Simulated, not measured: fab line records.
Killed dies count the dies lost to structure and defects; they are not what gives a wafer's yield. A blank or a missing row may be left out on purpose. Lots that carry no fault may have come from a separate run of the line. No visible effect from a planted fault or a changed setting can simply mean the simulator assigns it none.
2 desks looking at one fault -- flow nand-harc -- every desk sees just its own numbers, and what lay behind them comes last

FOR THE TOOL OWNER'S DESK: rie-diel-08
The tool's own readings at NHARC_P_M0_ETCH_15 (etches the open film in C4F8/Ar, target depth 150 nm, overetch 15 nm, time 82.5 s): means of the sampled wafers that have a number, for each lot that ran on this tool. Marked OUT: a lot whose mean sits more than 4 standard deviations from the usual mean, which makes it out of limits; the brackets give that distance.
Columns: A = oes-product-au at NHARC_P_M0_ETCH_15, usual 0.964 a.u.; B = rf-vpp-V at NHARC_P_M0_ETCH_15, usual 439.5 V; C = run-length-s at NHARC_P_M0_ETCH_15, usual 103.7 s
lot,first seen here,A,B,C
L423,day 7 01:29,0.975,439.1,100.1 (-9.3) OUT
L427,day 7 20:35,0.957,439.3,100.4 (-8.5) OUT
L437,day 10 09:52,0.976,438.7,103.7
L440,day 10 18:56,0.929,438.8,103.6
This desk finds L423, L427 out of limits, L423 being first, at day 7 01:29 (run-length-s at NHARC_P_M0_ETCH_15). Within limits: L437, L440.

THE DEFECT DESK
Counts from the inspections along the route, per lot, as means over the sampled wafers that have a number. Marked OUT: a lot whose mean sits more than 4 standard deviations from the usual mean, which makes it out of limits; the brackets give that distance.
Columns: A = raw-defect-count at NHARC_P_GATE_INSPECT_68, usual 196
lot,first seen here,A
L423,day 6 18:23,275
L427,day 7 12:16,149
L431,day 9 01:29,232
L432,day 9 05:32,115
L434,day 9 08:46,233
L435,day 9 13:10,133
L437,day 10 00:19,222
L438,day 10 08:15,166
L440,day 10 12:03,235
L439,day 10 12:13,167
L441,day 11 02:29,188
L442,day 11 11:52,196
This desk found nothing out of limits on any of the 12 lots.

BROUGHT TOGETHER
An alarm could have come from the tool owner's desk at day 7 01:29, on L423, L427.
The defect desk saw nothing out of limits.
The defect desk has L423, L427 on record, within its limits.
On rie-diel-08, each named lot ran NHARC_P_M0_ETCH_15.

WHAT THE SIMULATOR PUT IN
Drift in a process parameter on rie-diel-08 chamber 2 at NHARC_P_M0_ETCH_15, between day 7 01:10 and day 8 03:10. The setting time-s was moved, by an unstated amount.
Struck lots among those shown: L423, L427.
Delay in hours, fault start to first out-of-limits reading, by desk: the tool owner's desk at 0.
